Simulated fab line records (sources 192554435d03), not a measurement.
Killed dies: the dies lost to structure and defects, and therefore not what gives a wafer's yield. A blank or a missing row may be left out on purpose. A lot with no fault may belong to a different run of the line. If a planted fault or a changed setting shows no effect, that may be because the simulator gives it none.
Chamber matching ; flow n5-finfet ; N5_BEOL_M6_ETCH_72 on rie-diel-05: 4 sister chambers
The step etches underlayer in N2/H2, target depth 6.5 nm, time 5.2 s. 16 wafers are shown with their chamber, then 8 later ones without.

== WAFERS PAIRED WITH THEIR CHAMBERS ==
wafer;chamber;showerhead-plenum-p-Torr (Torr);oes-product-au (a.u.);etch-rf-on-time-s (s)
L075.4;3;2.49;0.78;5.27
L075.5;2;2.55;0.60;5.59
L075.6;1;2.44;0.73;5.15
L078.2;2;2.54;0.60;5.56
L078.3;3;2.48;0.77;5.23
L078.4;0;2.47;0.72;5.05
L077.3;0;2.47;0.72;5.08
L077.5;3;2.48;0.77;5.33
L077.6;0;2.47;0.72;5.11
L081.1;0;2.46;0.73;5.04
L081.3;3;2.48;0.76;5.24
L081.6;0;2.46;0.73;5.12
L083.1;2;2.54;0.59;5.52
L083.4;1;2.44;0.72;5.14
L083.5;3;2.48;0.75;5.32
L089.1;3;2.47;0.74;5.30

SIGNATURES (averages over the wafers above)
reading;chamber 0;chamber 1;chamber 2;chamber 3;scatter within a chamber
showerhead-plenum-p-Torr;2.4660;2.4400;2.5433;2.4800;0.00568
oes-product-au;0.7240;0.7250;0.5967;0.7617;0.0105
etch-rf-on-time-s;5.0800;5.1450;5.5567;5.2817;0.0367
Rule: for each reading, subtract the chamber's mean from the wafer's reading, divide by that reading's scatter and square the result; add these up over the readings and take the root, which gives the wafer's distance from the chamber. The wafer belongs to the nearest chamber; if the next one is less than 2 further off, it can't be placed. How the scatter is found: for the shown wafers, subtract from each reading the mean of its chamber, square and add these, divide the total by (wafers less chambers), then take the root.

== WAFERS MISSING THEIR CHAMBER ==
wafer;showerhead-plenum-p-Torr (Torr);oes-product-au (a.u.);etch-rf-on-time-s (s)
L089.2;2.53;0.57;5.58
L089.3;2.46;0.70;5.10
L095.2;2.47;0.74;5.26
L095.5;2.43;0.68;5.21
L095.6;2.45;0.69;5.03
L094.3;2.45;0.70;5.01
L094.4;2.43;0.68;5.21
L094.6;2.47;0.73;5.22

== CHAMBER TAKEN BY EACH ==
wafer;from the rows above;in truth
L089.2;2;2
L089.3;can't be placed: 0 or 1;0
L095.2;3;3
L095.5;1;1
L095.6;can't be placed: 0 or 1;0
L094.3;can't be placed: 0 or 1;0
L094.4;1;1
L094.6;can't be placed: 3 or 0 or 1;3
Correct placement for 4 of the 8. Unplaceable from these rows: 4, with the true chamber sitting among the candidates in 4. Placed wrongly: 0.
